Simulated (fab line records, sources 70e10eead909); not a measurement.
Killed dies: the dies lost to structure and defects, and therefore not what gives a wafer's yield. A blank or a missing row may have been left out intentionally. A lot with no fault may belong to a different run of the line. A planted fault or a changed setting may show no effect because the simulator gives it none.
fab line records | flow nand_harc
[record] lots = 7 wafers = 17 last_day = 24
route steps=1159 shown A_STAIRCASE@686 A_SGD_CUT@747 END@1159
lots that met no fault: taken from a fault-free run of the same line
start_h: hours from the record's first day to the start of the lot's first wafer shown | wait_h: hours since the lot's step before | " identical to the entry in the row above | L1.1+2: a row that stands for several wafers | - either no value or no given start | * or withheld: withheld | < > ~ a bound
route shown NAME@n: names a module that has steps shown in the file, with the first one's number in the route | usual: mean and standard deviation over wafers with no fault | same: alike in all rows | chamber/n: place in a boat | sites: each site's reading | _std_site: their standard deviation | _edge_site: the outer-site mean with the inner-site mean subtracted | radius_mm: how far each site lies from the wafer's centre | mask NAME#n: copy n | behind: the most recent tool/chamber to have shaped the wafer | hold: reason for holding the lot/hours on hold/outcome of the hold | device: which transistor (n, p or np) failed to switch | end of line: the tests these same wafers got at the end of their route | for a step that has no rows: nothing shown but its recipe | killed: dies lost to structure and defects at the first sort, not the wafer's yield | map: the dies of a wafer, with x for killed, . for not killed, _ for no die there
set.NAME: the setting that was run; set.NAME@STEP: the one run at that earlier step | model.NAME: the simulator's own value behind a step, which no gauge read
lots seen at some steps along the route; tables by step, rows by wafer
services: the hour from which a tool's chamber was out of use, counted from the record's first day as start_h (under 0 if before that day), plus the number of hours and why
[[steps]]
[step NHARC_A_STAIRCASE_HARDBAKE_311]
[recipe] temp_c = 120 time_s = 140
[step NHARC_A_STAIRCASE_DESCUM_312]
[recipe] time_s = 3 o2_flow_sccm = 200 ar_flow_sccm = 0 bias_power_w = 0 chemistry = O2
[usual] drypump_motor_current_A = 5.8/0.59 oes_product_au = 1.003/0.013 rf_vpp_V = 57.7/0.95 showerhead_plenum_p_Torr = 1.91/0.051 throttle_valve_pct = 11.312/0.0094
// columns lot.wafer tool chamber start_h wait_h drypump_motor_current_A oes_product_au rf_hours_counter_h rf_vpp_V showerhead_plenum_p_Torr throttle_valve_pct
L737.4 rie_diel-03 0 286.92 - 5.6 1.012 21 56.8 2.00 11.307
L738.4 rie_diel-11 1 288.95 - 6.4 1.014 33 60.0 1.97 11.319
L738.3 " 3 " " 5.4 1.001 34 57.5 1.84 11.311
L738.6 " 1 " " 6.4 1.007 - 57.5 1.97 11.309
L736.3 rie_diel-07 2 289.23 - 6.2 0.993 20 55.8 1.87 11.301
L736.1 " 3 " " 5.1 0.987 19 56.8 1.92 11.310
L736.6 " 1 " " 6.6 1.018 - 57.7 1.90 11.303
L739.4 rie_diel-11 2 291.15 - 5.6 1.021 34 56.6 1.80 11.325
L750.3 rie_diel-07 1 366.07 - 6.7 1.015 48 57.2 1.89 11.308
L750.6 " 1 " " 6.6 1.007 - 58.4 1.89 11.322
L750.5 " 2 " " 6.2 1.013 - 58.2 1.86 11.318
L752.1 rie_diel-07 1 379.00 - 6.7 1.029 52 58.9 1.89 11.296
L752.5 " 1 " " 6.7 1.034 - 57.6 1.89 11.309
L752.6 " 2 " " 6.1 1.006 - 57.4 1.86 11.320
L754.4 rie_diel-07 2 396.68 - 6.2 1.011 58 58.3 1.86 11.329
L754.3 " 3 " " 5.1 0.992 57 57.8 1.91 11.314
L754.2 " 0 " " 5.3 1.018 58 58.9 1.95 11.320
[step NHARC_A_STAIRCASE_ETCH_313]
[recipe] cf4_flow_sccm = 100 chf3_flow_sccm = 30 ar_flow_sccm = 0 rf_w = 500 bias_w = 200 chemistry = CF4/CHF3
[step NHARC_A_STAIRCASE_HM_OPEN_463]
[recipe] o2_flow_sccm = 400 cos_flow_sccm = 20 ar_flow_sccm = 0 rf_w = 500 bias_w = 300 chemistry = O2/COS
[step NHARC_A_STAIRCASE_STRIP_464]
[recipe] o2_flow_sccm = 400 cos_flow_sccm = 20 ar_flow_sccm = 0 bias_w = 0 chemistry = O2/COS
[step NHARC_A_STAIRCASE_ETCH_453]
[recipe] target_depth_a = 300 overetch_a = 30 time_s = 16.5 ion_energy_ev = 100 cf4_flow_sccm = 80 o2_flow_sccm = 20 ar_flow_sccm = 0 rf_w = 300 bias_w = 100 chemistry = CF4/O2
[usual] cf4_flow_sccm = 80.00/0.24 drypump_motor_current_A = 5.9/0.59 oes_product_au = 1.002/0.013 rf_vpp_V = 197.8/1.1 showerhead_plenum_p_Torr = 1.33/0.035 throttle_valve_pct = 13.398/0.0092
// columns lot.wafer tool chamber start_h wait_h cf4_flow_sccm drypump_motor_current_A oes_product_au rf_hours_counter_h rf_vpp_V showerhead_plenum_p_Torr throttle_valve_pct
L737.4 rie_diel-03 2 - - 80.39 5.6 1.007 25 198.9 1.41 13.387
L738.4 rie_diel-11 1 - - 80.34 6.4 1.005 33 198.8 1.37 13.382
L738.3 " 2 " " 80.10 5.6 1.016 33 195.8 1.26 13.394
L738.6 " 1 " " 79.82 6.4 0.998 - 198.5 1.37 13.391
L736.1 rie_diel-07 0 - - 79.98 5.3 1.005 21 198.8 1.37 13.393
L736.3 " 3 " " 79.93 5.1 0.973 19 198.6 1.34 13.406
L736.6 " 0 " " 80.01 5.3 1.014 - 199.9 1.37 13.409
L739.4 rie_diel-11 1 - - 79.96 6.4 1.001 34 197.1 1.37 13.401
L750.3 rie_diel-07 3 - - 80.00 5.1 0.986 45 198.1 1.34 13.409
L750.6 " 0 " " 79.98 5.3 1.024 - 196.6 1.36 13.401
L750.5 " 1 " " 80.04 6.6 1.031 - 197.3 1.32 13.403
L752.1 rie_diel-07 2 - - 79.98 6.1 0.997 51 196.4 1.30 13.382
L752.6 " 2 " " 80.13 6.1 1.014 - 196.9 1.30 13.407
L752.5 " 3 " " 80.03 5.1 0.989 - 197.6 1.34 13.397
L754.3 rie_diel-07 0 - - 80.14 5.3 1.017 58 199.0 1.36 13.407
L754.2 " 1 " " 80.55 6.7 1.021 60 198.0 1.32 13.392
L754.4 " 2 " " 79.63 6.1 0.995 59 198.3 1.30 13.415
[step NHARC_A_STAIRCASE_ETCH_315]
[recipe] target_depth_a = 25000 time_s = 607.1 ion_energy_ev = 800 c4f8_flow_sccm = 80 o2_flow_sccm = 60 ar_flow_sccm = withheld rf_w = 600 bias_w = 3000 chemistry = C4F8/O2/Ar
[step NHARC_A_STAIRCASE_STRIP_316]
[recipe] o2_flow_sccm = 500 ar_flow_sccm = 0 bias_w = 0 chemistry = O2
[usual] drypump_motor_current_A = 5.9/0.59 oes_product_au = 1.003/0.013 rf_vpp_V = 57.8/0.82 showerhead_plenum_p_Torr = 3.52/0.086 throttle_valve_pct = 17.037/0.0099
// columns lot.wafer tool chamber start_h wait_h drypump_motor_current_A oes_product_au rf_hours_counter_h rf_vpp_V showerhead_plenum_p_Torr throttle_valve_pct
L737.4 rie_diel-03 0 - - 5.6 1.014 22 57.4 3.67 17.038
L738.4 rie_diel-11 1 - - 6.4 0.995 34 58.7 3.62 17.049
L738.3 " 3 " " 5.4 0.989 35 57.4 3.40 17.021
L738.6 " 1 " " 6.4 1.002 - 57.6 3.62 17.046
L736.1 rie_diel-07 1 - - 6.7 1.019 22 57.3 3.51 17.028
L736.3 " 3 " " 5.1 0.997 19 57.6 3.55 17.041
L736.6 " 1 " " 6.7 1.016 - 57.2 3.51 17.050
L739.4 rie_diel-11 1 - - 6.4 1.008 34 59.6 3.62 17.045
L750.3 rie_diel-07 3 - - 5.1 0.990 45 57.2 3.53 17.031
L750.6 " 3 " " 5.1 0.987 - 58.1 3.53 17.031
L750.5 " 0 " " 5.3 1.015 - 58.0 3.60 17.045
L752.1 rie_diel-07 2 - - 6.1 1.001 52 57.0 3.43 17.036
L752.5 " 1 " " 6.7 1.022 - 56.9 3.49 17.030
L752.6 " 2 " " 6.1 1.010 - 59.3 3.43 17.043
L754.4 rie_diel-07 3 - - 5.1 0.986 58 57.0 3.52 17.040
L754.3 " 0 " " 5.3 1.024 59 58.8 3.59 17.031
L754.2 " 2 " " 6.2 1.006 59 57.1 3.43 17.039
[step NHARC_A_STAIRCASE_STRIP_317]
[recipe] time_s = 900 temp_c = 130 chemistry = SPM
[step NHARC_A_STAIRCASE_PRECLEAN_318]
[recipe] time_s = * temp_c = 50 bath_age_min = 0 chemistry = SC1
[step NHARC_A_STAIRCASE_SRD_329]
[step NHARC_A_STAIRCASE_ALD_415]
[recipe] target_thk_a = 300 pulse_time_s = 6 ald_cycles = 300 temp_c = 300 material = SiO2
[usual] heater_power_w = 459/42 precursor_pulse_height_rel = 0.999/0.02
[same] pulse_time_s = 6
// columns lot.wafer tool chamber start_h wait_h heater_power_w precursor_pulse_height_rel
L737.4 ald_hk-01 2 288.86 0.1 466 1.013
L738.3 ald_hk-01 1 290.80 0.1 427 1.033
L738.4 " 2 " " 466 1.018
L738.6 " 2 " " 471 1.006
L736.3 ald_hk-03 2 291.57 0.5 491 1.007
L736.1 " 0 " " 464 0.985
L736.6 " 2 " " 489 0.967
L739.4 ald_hk-01 2 293.25 0.3 460 0.962
L750.3 ald_hk-03 0 368.74 0.7 443 1.004
L750.6 " 1 " " 472 1.032
L750.5 " 2 " " 476 1.033
L752.1 ald_hk-03 1 381.71 0.8 454 1.021
L752.6 " 2 " " 471 0.995
L752.5 " 3 " " 560 0.996
L754.3 ald_hk-01 3 398.83 0.1 419 1.029
L754.2 " 0 " " 489 0.995
L754.4 " 1 " " 434 1.002
[step NHARC_A_STAIRCASE_ETCHBACK_416]
[recipe] target_depth_a = 360 time_s = 7.2 c4f8_flow_sccm = withheld o2_flow_sccm = 8 ar_flow_sccm = withheld rf_w = 600 bias_w = 800 chemistry = C4F8/O2/Ar
[step NHARC_A_STAIRCASE_STRIP_476]
[recipe] time_s = 20 o2_flow_sccm = 500 ar_flow_sccm = 0 bias_w = 0 chemistry = O2
[usual] drypump_motor_current_A = 5.8/0.61 oes_product_au = 1.001/0.013 rf_vpp_V = 57.9/0.92 showerhead_plenum_p_Torr = 3.54/0.11 throttle_valve_pct = 17.036/0.0087
// columns lot.wafer tool chamber start_h wait_h drypump_motor_current_A oes_product_au rf_hours_counter_h rf_vpp_V showerhead_plenum_p_Torr throttle_valve_pct
L737.4 rie_diel-03 3 291.07 0.1 6.8 1.011 - 57.8 3.49 17.028
L738.3 rie_diel-03 1 292.98 0.1 4.9 0.985 29 57.9 3.62 17.023
L738.4 " 3 " " 6.8 1.008 - 56.9 3.49 17.042
L738.6 " 0 " " 5.6 1.004 - 58.4 3.67 17.050
L736.3 rie_diel-11 0 293.53 0.1 6.1 0.978 35 57.9 3.47 17.023
L736.1 " 1 " " 6.4 1.011 34 58.4 3.62 17.035
L736.6 " 1 " " 6.4 1.002 - 58.9 3.62 17.046
L739.4 rie_diel-11 3 295.18 0.1 5.4 0.990 35 58.1 3.40 17.042
L750.3 rie_diel-07 2 370.29 0.1 6.2 1.006 47 57.4 3.44 17.045
L750.5 " 0 " " 5.3 1.011 - 58.7 3.60 17.051
L750.6 " 1 " " 6.7 1.021 - 58.6 3.49 17.028
L752.1 rie_diel-03 1 383.26 0.1 4.9 0.992 57 57.6 3.61 17.018
L752.5 " 1 " " 4.9 1.000 - 59.5 3.61 17.030
L752.6 " 2 " " 5.6 1.004 - 58.0 3.69 17.026
L754.2 rie_diel-03 3 401.71 0.1 6.7 0.996 0 56.7 3.47 17.022
L754.3 " 0 " " 5.6 0.990 0 56.5 3.65 17.038
L754.4 " 1 " " 4.9 0.997 0 59.3 3.61 17.039
[step NHARC_A_STAIRCASE_DEP_417]
[recipe] target_thk_a = 600 step_coverage_pct = 20 temp_c = 400 target_thk_nm = 60 flow_sccm = 200 rf_w = 450 material = Si3N4
[step NHARC_A_STAIRCASE_WET_418]
[recipe] temp_c = 160 target_depth_a = 200 chemistry = H3PO4
[step NHARC_A_STAIRCASE_PRECLEAN_419]
[recipe] time_s = * temp_c = 50 bath_age_min = 0 chemistry = SC1
[step NHARC_A_STAIRCASE_SRD_421]
[step NHARC_A_STAIRCASE_ALD_420]
[recipe] target_thk_a = 200 pulse_time_s = 6 ald_cycles = 200 temp_c = 300 material = SiO2
[step NHARC_A_STAIRCASE_CVD_552]
[recipe] target_thk_a = 400 temp_c = 700 pressure_mtorr = 300 material = SiNx
[step NHARC_A_STAIRCASE_DEP_151]
[recipe] target_thk_a = 38000 temp_c = 400 target_thk_nm = 3800 teos_flow_sccm = 200 rf_w = 500 material = SiO2
[step NHARC_A_STAIRCASE_ANNEAL_320]
[recipe] temp_c = 750 time_s = 1800
[step NHARC_A_STAIRCASE_DEP_322]
[recipe] target_thk_a = 38000 temp_c = 400 target_thk_nm = 3800 teos_flow_sccm = 200 rf_w = 500 material = SiO2
[usual] heater_power_w = 659/85
// columns lot.wafer tool chamber start_h wait_h heater_power_w
L736.3 pecvd-01 1 311.47 0.1 694
L736.1 " 2 " " 776
L736.6 " 1 " " 637
L738.3 pecvd-03 1 311.53 0.1 811
L738.4 " 1 " " 693
L738.6 " 2 " " 554
L737.4 pecvd-04 2 311.93 0.5 693
L739.4 pecvd-04 2 316.86 0.3 717
L750.3 pecvd-01 2 389.55 0.2 708
L750.5 " 1 " " 637
L750.6 " 0 " " 656
L752.1 pecvd-01 0 403.66 0.3 682
L752.6 " 2 " " 637
L752.5 " 0 " " 650
L754.2 pecvd-04 0 422.58 0.2 610
L754.3 " 1 " " 647
L754.4 " 0 " " 510
[step NHARC_A_STAIRCASE_ANNEAL_323]
[recipe] temp_c = 750 time_s = 1800
[step NHARC_A_STAIRCASE_DEP_325]
[recipe] target_thk_a = 38000 temp_c = 400 target_thk_nm = 3800 teos_flow_sccm = 200 rf_w = 500 material = SiO2
[step NHARC_A_STAIRCASE_ANNEAL_326]
[recipe] temp_c = 750 time_s = 1800
[step NHARC_A_STAIRCASE_DEHYDRATE_433]
[recipe] temp_c = 150 time_s = 120
[step NHARC_A_STAIRCASE_HMDS_434]
[recipe] time_s = 30
[step NHARC_A_STAIRCASE_COAT_435]
[recipe] spin_rpm = 1200
[step NHARC_A_STAIRCASE_SOFTBAKE_436]
[recipe] temp_c = 135 time_s = 170
[step NHARC_A_STAIRCASE_EBR_437]
[step NHARC_A_STAIRCASE_EXPOSE_438]
[recipe] na = 0.5 dose_mj = 28.97 mask_id = STAIR_REV
[step NHARC_A_STAIRCASE_PEB_439]
[recipe] peb_temp_c = 115 peb_time_s = 130
[step NHARC_A_STAIRCASE_DEVELOP_440]
[recipe] time_s = 140
[step NHARC_A_STAIRCASE_HARDBAKE_442]
[recipe] temp_c = 120 time_s = 140
[step NHARC_A_STAIRCASE_DESCUM_443]
[recipe] time_s = 3 o2_flow_sccm = 200 ar_flow_sccm = 0 bias_power_w = 0 chemistry = O2
[step NHARC_A_STAIRCASE_ETCH_444]
[recipe] target_depth_a = 1.02e+05 time_s = 3400 c4f8_flow_sccm = 20 o2_flow_sccm = 10 ar_flow_sccm = withheld rf_w = 600 bias_w = 1000 chemistry = C4F8/O2
[step NHARC_A_SGD_CUT_DEP_00]
[recipe] target_thk_a = 500 temp_c = 400 target_thk_nm = 50 flow_sccm = 200 rf_w = 450 material = SiNx
[usual] heater_power_w = 724/81
// columns lot.wafer tool chamber start_h wait_h hold heater_power_w
L736.3 pecvd-03 0 332.77 0.1 - 732
L736.1 " 1 " " - 814
L736.6 " 2 " " - 697
L737.4 pecvd-03 1 336.13 3.5 await_dispo/3.3h/release 840
L738.3 pecvd-03 2 339.75 5.9 await_dispo/5.8h/release 618
L738.6 " 1 " " await_dispo/5.8h/release 763
L738.4 " 0 " " await_dispo/5.8h/release 644
L739.4 pecvd-01 1 344.47 5.5 await_dispo/5.2h/release 736
L750.3 pecvd-02 1 412.87 0.1 - 652
L750.6 " 1 " " - 655
L750.5 " 0 " " - 669
L752.1 pecvd-03 1 431.37 0.2 - 766
L752.6 " 2 " " - 576
L752.5 " 0 " " - 760
L754.2 pecvd-02 1 444.18 0.1 - 597
L754.3 " 2 " " - 776
L754.4 " 0 " " - 558
[step NHARC_END_SORT_01]
[recipe] temp_c = 25
[usual] killed_at_array = 26/10 killed_at_other = 0.5/0.87 killed_at_periphery = 3.0/2.5 killed_dies = 29/11 killed_open = 3.3/1.9 killed_short = 1.8/1.5
[same] gross_dies = 677
// columns lot.wafer tool chamber start_h wait_h killed_at_array killed_at_other killed_at_periphery killed_dies killed_open killed_short
L738.3 prober-01 0 472.81 3.1 31 0 2 33 3 2
L738.4 prober-01 0 473.60 3.4 103 0 2 105 6 1
L738.6 prober-01 0 475.18 3.9 91 0 0 91 4 0
L737.4 prober-02 0 483.83 3.4 94 0 2 96 2 1
L739.4 prober-01 0 484.43 3.4 96 0 1 97 2 3
L752.1 prober-02 0 557.88 2.5 12 1 4 17 3 3
L752.5 prober-02 0 561.05 3.7 14 0 0 14 2 1
L752.6 prober-02 0 561.84 4.0 14 1 2 17 4 1
// killed by level:class
L738.3 A_SLIT:chamber_film_flake=13 A_CHANNEL_FILL_D1:chamber_film_flake=7 A_CHANNEL_HOLE_D1:chamber_film_flake=4 A_SGD_CUT:chamber_film_flake=2 A_ONON_D1:geometric_particle:short=1 A_ONON_D1:geometric_particle:open=1 A_CHANNEL_HOLE_D1:geometric_particle:open=1 A_WL_FILL:geometric_particle:short=1
L738.4 A_STAIRCASE:unspecified=70 A_SLIT:chamber_film_flake=16 A_CHANNEL_HOLE_D1:chamber_film_flake=5 A_CONTACT:geometric_particle:open=4 A_CHANNEL_FILL_D1:chamber_film_flake=4 A_SGD_CUT:chamber_film_flake=2 P_CONTACT:geometric_particle:open=1 A_ONON_D1:geometric_particle:open=1
L738.6 A_STAIRCASE:unspecified=63 A_SLIT:chamber_film_flake=16 A_CHANNEL_FILL_D1:chamber_film_flake=4 A_CHANNEL_HOLE_D1:geometric_particle:open=2 A_CHANNEL_HOLE_D1:chamber_film_flake=2 A_CHANNEL_FILL_D1:geometric_particle:open=1 A_CONTACT:geometric_particle:open=1 A_STAIRCASE:chamber_film_flake=1
L737.4 A_STAIRCASE:unspecified=70 A_CHANNEL_HOLE_D1:chamber_film_flake=15 A_CONTACT:chamber_film_flake=3 P_ZERO_WELL:chamber_film_flake=2 A_SGD_CUT:chamber_film_flake=2 A_SOURCE_PLATE:geometric_particle:short=1 A_WL_FILL:geometric_particle:open=1 A_CONTACT:geometric_particle:open=1
L739.4 A_STAIRCASE:unspecified=68 A_CHANNEL_HOLE_D1:chamber_film_flake=18 A_CONTACT:geometric_particle:open=2 A_SLIT:chamber_film_flake=2 A_ONON_D1:geometric_particle:short=1 A_WL_FILL:geometric_particle:short=1 A_CONTACT:geometric_particle:short=1 P_M0:chamber_film_flake=1
L752.1 P_GATE:chamber_film_flake=3 A_CHANNEL_HOLE_D1:chamber_film_flake=3 A_CONTACT:chamber_film_flake=2 P_M2:geometric_particle:open=1 A_CHANNEL_FILL_D1:geometric_particle:short=1 A_WL_FILL:geometric_particle:open=1 A_M0:geometric_particle:open=1 A_M0:geometric_particle:short=1
L752.5 A_CHANNEL_HOLE_D1:chamber_film_flake=6 A_STAIRCASE:chamber_film_flake=3 A_CONTACT:chamber_film_flake=2 A_CHANNEL_FILL_D1:geometric_particle:open=1 A_WL_FILL:geometric_particle:open=1 A_M0:geometric_particle:short=1
L752.6 A_CHANNEL_HOLE_D1:chamber_film_flake=4 A_STAIRCASE:chamber_film_flake=2 A_SLIT:chamber_film_flake=2 A_CONTACT:chamber_film_flake=2 P_CONTACT:geometric_particle:open=1 A_SOURCE_PLATE:geometric_particle:short=1 A_CHANNEL_FILL_D1:geometric_particle:open=1 A_BLC:geometric_particle:open=1
// map L737.4 (x killed, . not)
____________.____________
_________.....xx_________
_______.....x.xxxx_______
______.......xxxxxx______
_____........xxxxxxx_____
____.........xxxxxxxx____
____........xxxxxxxxx____
___..........xxxxxxxx.___
___...........xxxxxxx.___
__............xxxxxx.x.__
__...........xxxxxxxx..__
_..x...........xx.xx...._
_..................x...._
_................x......_
_................x....x._
_......................._
x........................
.........................
....................x....
...x.....................
.........................
_......................._
_......................._
_......................._
_......................._
_......................._
__.....................__
__.....................__
___.........x.........___
___........xxx........___
____......xx.x.x....x____
____.....xxxxx.......____
_____..............._____
______.....xx......______
_______......x...._______
_________......._________
____________.____________
// map L738.4 (x killed, . not)
____________.____________
_________.....xx_________
_______.......xxxx_______
______.......xxxxxx______
_____........xxxxxxx_____
____........x.xxxxxxx____
____.........xxxxxxxx____
___...........xxxxxxxx___
___..........xxxxxxxx.___
__..x.x.....x.xxxxxxx..__
__............xxxxxxx..__
_........x....x...x....._
_..x..x..........x......_
_...xxx..x........x....._
_......................._
_..x.xxx............x..._
...xxx.x....x............
......................x..
............x........x...
.........................
................x.....x..
_........x.............._
_...........x........x.._
_......................._
_......................._
_...x..................._
__..x..................__
__.x..x...........x....__
___..........x........___
___x..................___
____..........x......____
____.................____
_____..............._____
______.............______
_______..........._______
_________......._________
____________.____________
[[services]]
// columns tool chamber start_h hours kind
rie_diel-03 0 269.25 10.1 repair
pecvd-01 - 278.38 5.4 repair
rie_diel-03 - 281.47 2.5 repair
pecvd-04 2 282.75 23.4 repair
rie_diel-03 2 288.86 36.9 repair
pecvd-03 - 292.42 13.0 pm
rie_diel-03 1 298.74 9.8 repair
rie_diel-03 0 305.88 5.3 repair
pecvd-01 1 328.00 3.8 repair
pecvd-02 - 334.00 13.0 pm
pecvd-04 1 335.33 24.7 repair
rie_diel-11 - 346.13 0.5 repair
rie_diel-03 1 350.16 4.0 repair
rie_diel-11 - 355.38 0.4 repair
rie_diel-11 1 361.75 2.5 repair
rie_diel-11 - 366.50 9.0 pm
pecvd-04 - 376.00 13.0 pm
rie_diel-03 - 392.47 9.0 pm
ald_hk-03 - 399.59 2.6 repair
rie_diel-07 - 405.35 9.0 pm
ald_hk-01 - 408.20 10.0 pm
pecvd-01 - 418.40 13.0 pm
pecvd-01 2 435.20 15.0 repair
rie_diel-07 3 437.54 1.3 repair
[[key]]
[first_sign] step = NHARC_END_SORT_01 reading = killed_at_array direction = up sigmas = 7 usual = 26 struck = 96
[effect] step = NHARC_END_SORT_01 reading = killed_dies direction = up sigmas = 6.3 usual = 29 struck = 97
[more_kills_born_at] NHARC_A_STAIRCASE_ALD_415@ald_hk-01 = 271
met_at NHARC_A_STAIRCASE_ALD_415
struck_wafers L737.4,L738.4,L738.6,L739.4
tester_left_out L737,L738,L739
[fault] kind = chamber_particle_source tool = ald_hk-01 chamber = 2 onset_h = 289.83 steps = NHARC_A_STAIRCASE_ALD_415 rate_per_visit_cm2 = 0.82842 end_h = 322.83
// tester_left_out: of these lots the tester's yield and bins aren't shown, on N5 and GAA mostly nor the transistor test; their killed dies are dies lost to structure and defects alone, not to doping, threshold or leakage, so they don't give the yield
